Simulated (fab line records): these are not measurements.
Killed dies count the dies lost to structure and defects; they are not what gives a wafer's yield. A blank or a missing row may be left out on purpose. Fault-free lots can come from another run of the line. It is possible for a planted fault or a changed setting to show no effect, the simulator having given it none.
Comparing a struck lot with a sound one    flow nand_harc    15 out of 1302 route steps
Sound: the wafers L390.1, L390.2, L390.6. Wafers struck: L379.2, L379.3, L379.5. The cause comes at the end.
Per side, at each step with rows, come the tool, then ch with its chambers, and then its first start. Under that, the readings that differ: sound wafers    struck wafers    difference of the means    sigmas: that difference in standard deviations of wafers without a fault.
alike: same words and numbers on both sides, and readings whose means sit less than 2 such deviations apart. not compared: any withheld reading, any reading some wafer has no value for, any bound like >300 that may hide the same value, and any number with overlapping values for which the record gives no deviation.
Wherever a step has rows on one side only, a row that says differs or no value, or a row with sigmas, the two part there. Non-overlapping numbers with no deviation appear without sigmas and do not part them. A reading missing from all wafers of one side parts the sides only when that side holds two or more wafers.

first, 4 steps without rows for these wafers: NHARC_A_DECK1_JOINT_CURE_26 (time 32 s); NHARC_A_DECK1_JOINT_ANNEAL_27 (time 3600 s); NHARC_A_DECK1_JOINT_ANNEAL_28 (time 1800 s); NHARC_A_DECK1_JOINT_ANNEAL_29 (time 1800 s).
NHARC_A_DECK1_JOINT_CMP_02: polishes SiOx.
  sound on cmp-04 ch 2,3, day 18 11:43; struck on cmp-03 ch 0,2, day 13 20:02
  alike: motor_current_A
  not compared: pad_life_wafers
following that, these wafers have no rows for 1 step: NHARC_A_DECK1_JOINT_SRD_15.
NHARC_A_DECK1_JOINT_DEP_16: deposits SiO2, target thk 45 nm.
  sound on pecvd-03 ch 1,2, day 18 12:17; struck on pecvd-03 ch 0,2, day 13 20:25
  alike: flow_sccm, heater_power_w, mfc_precursor_sccm, rf_fwd_power_W, throttle_valve_pct
NHARC_A_DECK1_JOINT_THK_MEAS_17: measures by ellipsometry.
  struck on film_metro-02, day 13 20:40; sound on film_metro-01, day 18 12:32
  alike: thk_nm
NHARC_A_DECK1_JOINT_INSPECT_05:
  struck on defect_inspect-02, day 13 20:43; sound on defect_inspect-02, day 18 12:34
  alike: raw_defect_count
then, no rows for these wafers at 1 step: NHARC_A_ONON_D2_DEP_00 (target thk 1000 nm).
NHARC_A_ONON_D2_THK_MEAS_02: measures by ellipsometry.
  struck on film_metro-01, day 13 21:17; sound on film_metro-01, day 18 13:09
  alike: thk_nm
NHARC_A_ONON_D2_DEP_03: target thk 1000 nm.
  sound on pecvd_onon-02 ch 0, day 18 13:12; struck on pecvd_onon-04 ch 0, day 13 21:24
  alike: n2_flow_sccm
NHARC_A_ONON_D2_THK_MEAS_05: measures by ellipsometry.
  struck on film_metro-01, day 13 21:51; sound on film_metro-02, day 18 13:43
reading      sound        struck          difference  sigmas
thk_nm (nm)  990 989 990  1403 1403 1405  +414        +48
then, no rows for these wafers at 1 step: NHARC_A_ONON_D2_DEP_06 (target thk 1000 nm).
-- the record jumps here: 12 days lie between the struck wafers' starts before and after (it left off in module A_ONON_D2 and takes up again in module END, whose first step shown is number 1302 of the route) --
NHARC_END_SORT_01:
  sound on prober-02 ch 0, day 29 20:26; struck on prober-02 ch 0, day 25 15:06
reading          sound     struck       difference  sigmas
killed_at_array  50 44 49  675 670 675  +626        +35
killed_dies      52 48 52  677 677 677  +626        +33
  alike: killed_at_other, killed_at_periphery, killed_open, killed_short

WHERE THEY PART
First at NHARC_A_ONON_D2_THK_MEAS_05; last, within this record, at NHARC_END_SORT_01.

WHY: whatever the simulator had introduced
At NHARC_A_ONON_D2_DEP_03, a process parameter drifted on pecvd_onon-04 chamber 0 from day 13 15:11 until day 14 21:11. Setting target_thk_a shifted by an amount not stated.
